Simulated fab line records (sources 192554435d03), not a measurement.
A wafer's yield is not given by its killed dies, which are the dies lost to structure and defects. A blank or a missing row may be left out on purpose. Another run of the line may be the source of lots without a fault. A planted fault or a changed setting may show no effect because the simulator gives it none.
A lot that was struck, set against a sound lot + flow n5-finfet + 38 out of 1938 route steps
Sound: wafers L706.2, L706.3, L706.6. Struck: wafers L717.3, L717.5 (left out: L717.6, a lot-mate that was not struck); the cause follows at the end.
Order at every step that has rows: each side's tool, ch and its chambers, its first start. Under that, the readings that differ: sound wafers + struck wafers + difference of the means + sigmas: that difference in standard deviations of wafers without a fault.
alike: a reading whose means differ by less than 2 such deviations, as well as words and numbers matching on both sides. not compared: withheld readings; readings where some wafer has no value; bounds like >300 that might hide an equal value; numbers whose values overlap and for which the record gives no deviation.
The two part at a step that has a row with sigmas, a row that says differs or no value, or rows on one side only. Numbers that don't overlap but have no deviation are shown without sigmas and don't part them. Lack of a reading on every wafer of one side parts them only where that side has two or more wafers.

first, 9 steps without rows for these wafers: N5_HKMG_FIN_DESCUM_17 (chemistry O2, time 7.9 s); N5_HKMG_FIN_ETCH_31 (etches SiARC in CF4, target depth 45.5 nm, time 75.8 s); N5_HKMG_FIN_ETCH_32 (etches SOC in N2/H2, target depth 240 nm, time 300 s); N5_HKMG_FIN_STRIP_33 (strips in N2/H2); N5_HKMG_FIN_STRIP_34 (strips in CF4); N5_HKMG_FIN_ETCH_35 (etches SOC in N2/H2, target depth 215.8 nm, time 243.4 s); N5_HKMG_FIN_STRIP_92 (strips SOC in N2/H2, time 20 s); N5_HKMG_FIN_WET_ETCH_18 (etches TiN in SC1, time 55 s, target depth 5.2 nm, rinse time 30 s); N5_HKMG_FIN_STRIP_19 (strips in N2/H2, time 360 s).
N5_HKMG_FIN_ALD_91: deposits TiN, target thk 1 nm, pulse time 1 s, purge time 3 s.
  sound on ald-metal-01 ch 2,3, day 5 07:27; struck on ald-metal-02 ch 2, day 8 01:05
  alike: chamber-pressure-Torr, heater-power-w, precursor-pulse-height-rel
  not compared: since-wet-clean-h
then, 27 steps without rows for these wafers: N5_HKMG_FIN_COAT_85 (time 60 s, resist thk 300 nm); N5_HKMG_FIN_ETCH_86 (etches SOC in N2/H2, stops on TiN, target depth 393.2 nm); N5_HKMG_FIN_STRIP_89 (strips SOC in N2/H2, time 20 s); N5_HKMG_FIN_WET_ETCH_87 (etches TiN in SC1, time 154.2 s, target depth 4.7 nm, rinse time 30 s); N5_HKMG_FIN_STRIP_88 (strips in N2/H2, time 360 s); N5_HKMG_FIN_NWFM_ALD_20 (deposits TiAlC, target thk 2 nm, pulse time 3 s, purge time 2 s); N5_HKMG_FIN_ALD_71 (deposits TiN, target thk 1 nm, pulse time 1 s, purge time 3 s); N5_HKMG_FIN_COAT_66 (time 60 s, resist thk 300 nm); N5_HKMG_FIN_ETCH_67 (etches SOC in N2/H2, stops on TiN, target depth 388.9 nm); N5_HKMG_FIN_STRIP_90 (strips SOC in N2/H2, time 20 s); N5_HKMG_FIN_WET_ETCH_73 (etches the open film in SC1, time 42.3 s, target depth 1.3 nm, rinse time 30 s); N5_HKMG_FIN_ETCHBACK_68 (etches the open film in Cl2/Ar, stops on HfO2, target depth 0.5 nm); N5_HKMG_FIN_STRIP_69 (strips in N2/H2, time 360 s); N5_HKMG_FIN_ALD_21 (deposits TiN, target thk 1.5 nm, pulse time 1 s, purge time 3 s); N5_HKMG_FIN_ALD_72 (deposits W, target thk 2 nm, pulse time 1 s, purge time 2 s); N5_HKMG_FIN_W_FILL_22 (material W, target thk 60 nm, time 18.2 s); N5_HKMG_FIN_PRECLEAN_83 (cleans in DIW, time 57.5 s); N5_HKMG_FIN_SRD_84 (dry time 32 s); N5_HKMG_FIN_CMP_23 (polishes, stops on SiNx, t overpolish 10 s, target thk 46.326 nm); N5_HKMG_FIN_CMP_94 (polishes, stops on SiNx, t overpolish 4.7 s, target thk 43.299 nm); N5_GATE_CUT_ETCHBACK_00 (etches W in SF6/Cl2); N5_GATE_CUT_ETCH_56 (etches TiN in Cl2/Ar, target depth 21.6 nm); N5_GATE_CUT_ETCHBACK_30 (etches TiN in Cl2/Ar, target depth 3 nm); N5_GATE_CUT_VAPOR_ETCH_60 (etches HfO2 in BCl3/Cl2); N5_GATE_CUT_ETCH_58 (etches SiNx in CH3F/O2, target depth 17 nm, time 128.6 s); N5_GATE_CUT_STRIP_59 (strips in N2/H2, time 20 s); N5_GATE_CUT_PRECLEAN_31 (cleans in DIW, time 300 s).
-- a jump in the record: the struck wafers' starts before and after are 8 days apart (it breaks off in module GATE_CUT and resumes in module PASSIVATION, where the first step shown is number 1936 of the route) --
N5_PASSIVATION_PROBE_49:
  struck on prober-02, day 16 01:42; sound on prober-02, day 13 07:11
| reading                  | sound          | struck    | difference | sigmas |
|--------------------------|----------------|-----------|------------|--------|
| defect-limited-yield (%) | 92.2 91.0 92.4 | 86.7 86.9 | -5.1       | -4     |
| killed-at-front-end      | 33 49 36       | 101 94    | +58        | +5     |
| killed-dies              | 92 106 90      | 157 155   | +60        | +4     |
| killed-on-rim            | 15 11 12       | 27 30     | +16        | +5     |
| killed-short             | 30 50 33       | 24 18     | -17        | -2     |
| sort_bin_5_function (%)  | 5.1 5.8 4.2    | 7.0 8.5   | +2.7       | +3     |
| sort-n-pass              | 1088 1074 1090 | 1023 1025 | -60        | -4     |
| sort-yield-pct (%)       | 92.2 91.0 92.4 | 86.7 86.9 | -5.1       | -4     |
  alike: killed_at_M0_to_M3, killed_at_M4_up, killed-at-contacts, killed-at-other, killed-open, sort_bin_6_memory

WHERE THEY PART
Only at N5_PASSIVATION_PROBE_49, within this record.

WHY: what had been put in by the simulator
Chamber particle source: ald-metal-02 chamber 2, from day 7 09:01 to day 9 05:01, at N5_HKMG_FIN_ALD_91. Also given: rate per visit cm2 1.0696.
